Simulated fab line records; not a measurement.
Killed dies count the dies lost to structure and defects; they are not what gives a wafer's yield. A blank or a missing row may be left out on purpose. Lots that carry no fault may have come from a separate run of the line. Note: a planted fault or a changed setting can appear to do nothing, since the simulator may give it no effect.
Split-lot study / flow n5-finfet / route with 1938 steps; 7 lots, 21 wafers read

== THE SPLIT ITSELF ==
At N5_BEOL_M5_HM_DEP_02 (deposits TiN, target thk 20 nm), the setting target-thk-a was moved away from the recipe's 200 angstrom on 7 of the 21 wafers read, by -8.3% to +12.5%. This setting was run at the recipe's value on the other wafers.

== FROM THE SPLIT TO THE READING: what the file shows between them, 9 steps ==
- N5_BEOL_M5_COAT_59: time 60 s, resist thk 60 nm (also split here: spin-rpm)
- N5_BEOL_M5_COAT_60: time 60 s, resist thk 12 nm
- N5_BEOL_M5_COAT_71: time 60 s, resist thk 5 nm
- N5_BEOL_M5_ETCH_72: etches underlayer in N2/H2, target depth 6.5 nm, time 5.2 s
- N5_BEOL_M5_ETCH_61: etches SiARC in CF4, target depth 15.6 nm, time 26 s
- N5_BEOL_M5_ETCH_62: etches SOC in N2/H2, target depth 75 nm, overetch 15 nm, time 112.5 s
- N5_BEOL_M5_STRIP_63: strips in N2/H2
- N5_BEOL_M5_STRIP_73: strips in N2/H2
- N5_BEOL_M5_STRIP_64: strips in CF4

== THE READING ==
etch.depth-nm (the simulator's own value, which no gauge read), in nm, at N5_BEOL_M5_HM_OPEN_17 (chemistry Cl2/BCl3, target TiN, target depth 20 nm, overetch 6 nm). The file does not state a usual value for it. Here, 14 wafers ran the recipe; their average is 19.93 nm with a standard deviation of 0.28 nm.

wafer=L075.4; tool, chamber at the split=pvd-sputter-03, -; target-thk-a as run, angstrom=200; against the recipe=recipe; etch.depth-nm, nm=19.86; against lot-mates on the recipe=-
wafer=L075.5; tool, chamber at the split=pvd-sputter-03, -; target-thk-a as run, angstrom=200; against the recipe=recipe; etch.depth-nm, nm=19.81; against lot-mates on the recipe=-
wafer=L075.6; tool, chamber at the split=pvd-sputter-03, -; target-thk-a as run, angstrom=185; against the recipe=-7.5%; etch.depth-nm, nm=18.53; against lot-mates on the recipe=-1.30
wafer=L079.2; tool, chamber at the split=pvd-sputter-02, -; target-thk-a as run, angstrom=200; against the recipe=recipe; etch.depth-nm, nm=19.93; against lot-mates on the recipe=-
wafer=L079.3; tool, chamber at the split=pvd-sputter-02, -; target-thk-a as run, angstrom=200; against the recipe=recipe; etch.depth-nm, nm=19.8; against lot-mates on the recipe=-
wafer=L079.4; tool, chamber at the split=pvd-sputter-02, -; target-thk-a as run, angstrom=221.5; against the recipe=+10.7%; etch.depth-nm, nm=21.99; against lot-mates on the recipe=+2.12
wafer=L083.3; tool, chamber at the split=pvd-sputter-02, -; target-thk-a as run, angstrom=200; against the recipe=recipe; etch.depth-nm, nm=19.86; against lot-mates on the recipe=-
wafer=L083.5; tool, chamber at the split=pvd-sputter-02, -; target-thk-a as run, angstrom=200; against the recipe=recipe; etch.depth-nm, nm=19.84; against lot-mates on the recipe=-
wafer=L083.6; tool, chamber at the split=pvd-sputter-02, -; target-thk-a as run, angstrom=224.9; against the recipe=+12.5%; etch.depth-nm, nm=22.25; against lot-mates on the recipe=+2.40
wafer=L082.1; tool, chamber at the split=pvd-sputter-02, -; target-thk-a as run, angstrom=217.5; against the recipe=+8.7%; etch.depth-nm, nm=21.64; against lot-mates on the recipe=+1.75
wafer=L082.3; tool, chamber at the split=pvd-sputter-02, -; target-thk-a as run, angstrom=217.5; against the recipe=+8.7%; etch.depth-nm, nm=21.58; against lot-mates on the recipe=+1.69
wafer=L082.4; tool, chamber at the split=pvd-sputter-02, -; target-thk-a as run, angstrom=200; against the recipe=recipe; etch.depth-nm, nm=19.89; against lot-mates on the recipe=-
wafer=L086.1; tool, chamber at the split=pvd-sputter-03, -; target-thk-a as run, angstrom=200; against the recipe=recipe; etch.depth-nm, nm=20.54; against lot-mates on the recipe=-
wafer=L086.3; tool, chamber at the split=pvd-sputter-03, -; target-thk-a as run, angstrom=200; against the recipe=recipe; etch.depth-nm, nm=20.34; against lot-mates on the recipe=-
wafer=L086.5; tool, chamber at the split=pvd-sputter-03, -; target-thk-a as run, angstrom=200; against the recipe=recipe; etch.depth-nm, nm=20.41; against lot-mates on the recipe=-
wafer=L092.1; tool, chamber at the split=pvd-sputter-01, -; target-thk-a as run, angstrom=200; against the recipe=recipe; etch.depth-nm, nm=19.82; against lot-mates on the recipe=-
wafer=L092.3; tool, chamber at the split=pvd-sputter-01, -; target-thk-a as run, angstrom=183.4; against the recipe=-8.3%; etch.depth-nm, nm=18.1; against lot-mates on the recipe=-1.72
wafer=L092.4; tool, chamber at the split=pvd-sputter-01, -; target-thk-a as run, angstrom=183.4; against the recipe=-8.3%; etch.depth-nm, nm=18.1; against lot-mates on the recipe=-1.72
wafer=L094.1; tool, chamber at the split=pvd-sputter-02, -; target-thk-a as run, angstrom=200; against the recipe=recipe; etch.depth-nm, nm=19.53; against lot-mates on the recipe=-
wafer=L094.4; tool, chamber at the split=pvd-sputter-02, -; target-thk-a as run, angstrom=200; against the recipe=recipe; etch.depth-nm, nm=19.66; against lot-mates on the recipe=-
wafer=L094.6; tool, chamber at the split=pvd-sputter-02, -; target-thk-a as run, angstrom=200; against the recipe=recipe; etch.depth-nm, nm=19.74; against lot-mates on the recipe=-

FIT RESULTS
A straight line over all 21 wafers: etch.depth-nm changes by +0.197 nm for each +1% of target-thk-a; r = +0.98; the points scatter about the line by 0.25 nm.
The same after taking each lot's own level away (the mean of its wafers on the recipe; 21 wafers): +0.196 nm for each +1%; r = +1.00; scatter 0.073 nm.
Per that fit: largest target-thk-a move, reading shift of 2.4 nm.
Measured against the standard deviation above, the lots' own levels, which go from 19.643 to 20.430 nm, span 2.8 times it.
The two slopes are in agreement: the lot-to-lot level therefore moves the slope only a little.
Check: with one of the wafers moved furthest among these (+12.5%) left out of the fit, the line predicts +2.46 nm for it against its lot-mates. It came out at +2.4 nm against them.

== OTHER SPLITS ON THESE WAFERS ==
Before the reading, these wafers also passed through other splits. Each is held against what the fit with the lots' levels taken away leaves over:
other split on the same wafers=N5_BEOL_M5_COAT_59 spin-rpm; wafers away from the commonest value=8; r with etch.depth-nm (lot level and that fit taken away)=-0.23

== THE WHOLE CHAIN: every reading that the file lists as answering this split, in the file's order ==
step=N5_BEOL_M5_HM_DEP_02; what it does=deposits TiN, target thk 20 nm; reading=TiN_of_BEOL_M5_HM_DEP_02.thk-nm (the simulator's own value, which no gauge read); change (the file's fit)=+0.193 nm for each +1% of the setting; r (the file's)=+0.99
step=N5_BEOL_M5_HM_OPEN_17; what it does=chemistry Cl2/BCl3, target TiN, target depth 20 nm, overetch 6 nm; reading=etch.depth-nm (the simulator's own value, which no gauge read); change (the file's fit)=+0.195 nm for each +1% of the setting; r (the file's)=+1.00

== FILE'S OWN FIT ==
etch.depth-nm changes by +0.195 nm for each +1% of target-thk-a, r = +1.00.
